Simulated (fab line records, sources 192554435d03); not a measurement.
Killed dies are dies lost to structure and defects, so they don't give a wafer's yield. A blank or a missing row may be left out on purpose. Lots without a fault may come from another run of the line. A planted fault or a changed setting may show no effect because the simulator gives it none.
A struck lot beside a sound one | flow n5_finfet | 20 steps out of a route of 1938
Sound: wafers L879.1, L879.2, L879.5. Struck: wafers L885.1, L885.3, L885.6. The cause comes at the end.
At each step with rows: each side's tool, then ch and its chambers, then its first start. Under that, the readings that differ: sound wafers | struck wafers | difference of the means | sigmas: that difference in standard deviations of wafers without a fault.
alike: readings whose means differ by less than 2 such deviations, and words and numbers that are the same on both sides. not compared: withheld readings, readings that some wafer has no value for, bounds like >300 that may hide the same value, and numbers for which the record gives no deviation and whose values overlap.
The two part at a step that has a row with sigmas, a row that says differs or no value, or rows on one side only. Numbers that don't overlap but have no deviation are shown without sigmas and don't part them. A reading that every wafer of one side lacks parts them only if that side has two wafers or more.

first, 8 steps without rows for these wafers: N5_BEOL_M9_CMP_52 (polishes, stops on SiCOH lowk, t overpolish 7 s, target thk 140 nm); N5_BEOL_M9_PRE_CLEAN_55 (time 15 s); N5_BEOL_M9_DEP_56 (deposits SiCN from 3MS/NH3, target thk 15 nm, time 26.5 s); N5_BEOL_M10_ILD_DEP_00 (deposits SiCOH lowk from DEMS/porogen, target thk 308.51 nm, time 58 s); N5_BEOL_M10_CURE_71 (cures SiCOH lowk, time 240 s); N5_BEOL_M10_PECVD_70 (deposits SiO2 from TEOS/O2, target thk 20 nm, time 22.7 s); N5_BEOL_M10_HM_DEP_02 (deposits TiN, target thk 20 nm); N5_BEOL_M10_COAT_59 (time 60 s, resist thk 100 nm).
N5_BEOL_M10_COAT_60: time 60 s, resist thk 30 nm.
  sound on litho_track-04 ch 0, day 11 06:08; struck on litho_track-04 ch 0, day 13 00:43
  reading                                     | sound                | struck               | difference | sigmas
  spin_speed_rpm (rpm)                        | 1502.2 1500.6 1500.6 | 1415.7 1416.3 1416.3 | -85.0      | -99 or more
  model.SiARC_of_BEOL_M10_COAT_60.thk_nm (nm) | 30 30 30             | 30.8 30.8 30.8       | +0.8       |
  alike: heater_power_total_W
then, 7 steps without rows for these wafers: N5_BEOL_M10_COAT_05 (resist thk 90 nm); N5_BEOL_M10_EBR_07; N5_BEOL_M10_SOFTBAKE_06 (time 60 s); N5_BEOL_M10_EXPOSE_08 (exposes mask M10); N5_BEOL_M10_PEB_09 (peb time 60 s); N5_BEOL_M10_DEVELOP_10 (develop time 30 s); N5_BEOL_M10_DESCUM_16 (chemistry O2, time 7.9 s).
N5_BEOL_M10_ETCH_61: etches SiARC in CF4, target depth 39 nm, time 65 s.
  sound on rie_diel-02 ch 0,2,3, day 11 06:30; struck on rie_diel-06 ch 0,1, day 13 01:26
  reading                                       | sound             | struck            | difference | sigmas
  model.etch.depth_nm (nm)                      | 29.97 30.07 29.98 | 30.82 30.88 30.87 | +0.85      |
  model.CAR-ArF_of_BEOL_M10_COAT_05.thk_nm (nm) | 55.2 55.2 55.4    | 54.8 54.4 54.2    | -0.8       |
  alike: cf4_flow_sccm, drypump_motor_current_A, etch_rf_on_time_s, oes_product_au, rf_fwd_power_W, rf_vpp_V, showerhead_plenum_p_Torr, throttle_valve_pct
  not compared: rf_hours_counter_h
N5_BEOL_M10_ETCH_62: etches SOC in N2/H2, target depth 110 nm, overetch 22 nm, time 165 s.
  sound on rie_diel-02 ch 0,2,3, day 11 06:33; struck on rie_diel-06 ch 0,1, day 13 01:29
  reading                                     | sound          | struck       | difference | sigmas
  model.SiARC_of_BEOL_M10_COAT_60.thk_nm (nm) | 23.2 23.6 23.6 | 24 24.2 24.2 | +1         |
  alike: drypump_motor_current_A, oes_product_au, rf_fwd_power_W, rf_vpp_V, showerhead_plenum_p_Torr, throttle_valve_pct
  not compared: rf_hours_counter_h
then, 2 steps without rows for these wafers: N5_BEOL_M10_STRIP_68 (strips in N2/H2); N5_PASSIVATION_PROBE_49.

WHERE THEY PART
Only at N5_BEOL_M10_COAT_60, within this record. Later steps at which nothing parts them and some readings are alike: N5_BEOL_M10_ETCH_61, N5_BEOL_M10_ETCH_62.

WHY: what the simulator had put in
Process parameter drift: litho_track-04, from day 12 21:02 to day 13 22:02, at N5_BEOL_M10_COAT_60. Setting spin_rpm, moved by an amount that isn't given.
